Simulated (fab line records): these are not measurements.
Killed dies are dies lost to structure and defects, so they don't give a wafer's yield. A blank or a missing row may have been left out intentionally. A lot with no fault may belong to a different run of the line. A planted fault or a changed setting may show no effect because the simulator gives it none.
Matching of chambers    flow n5 finfet    N5_SD_EPI_N_ETCH_16 on rie diel-04: 4 sister chambers
The step etches SiO2 in CHF3/O2, target depth 5 nm. 4 wafers are shown with their chamber, then 8 later ones without.

== WAFERS WITH THEIR CHAMBER ==
wafer   chamber  throttle valve pct (%)
L086.1  3        18.91
L086.5  0        18.79
L086.6  1        18.46
L088.2  2        19.02

== WAFERS MISSING THEIR CHAMBER ==
wafer   throttle valve pct (%)
L088.5  19.02
L088.6  18.47
L096.1  18.81
L096.3  19.06
L096.6  19.06
L097.3  18.82
L097.4  18.50
L097.6  19.07

== WHICH CHAMBER EACH WENT THROUGH ==
wafer   from the rows above      in truth
L088.5  2                        2
L088.6  1                        1
L096.1  0                        0
L096.3  2                        2
L096.6  2                        2
L097.3  can't be placed: 0 or 3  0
L097.4  1                        1
L097.6  2                        2
Placed correctly: 7 of 8. These rows do not allow placing 1 (true chamber among the candidates in 1). 0 placed wrongly.
How it was worked out, from the rows above alone: a wafer's distance from a chamber is the root of the sum, over the readings, of the square of ((its reading less the chamber's mean) divided by the reading's scatter). The wafer belongs to the nearest chamber; if the next one is less than 2 further off, it can't be placed. For every chamber, the mean is computed from those of its wafers that are shown. The scatter: with one shown wafer a chamber, the root of the mean of the squares of how far each hidden wafer lies from its nearest shown one.
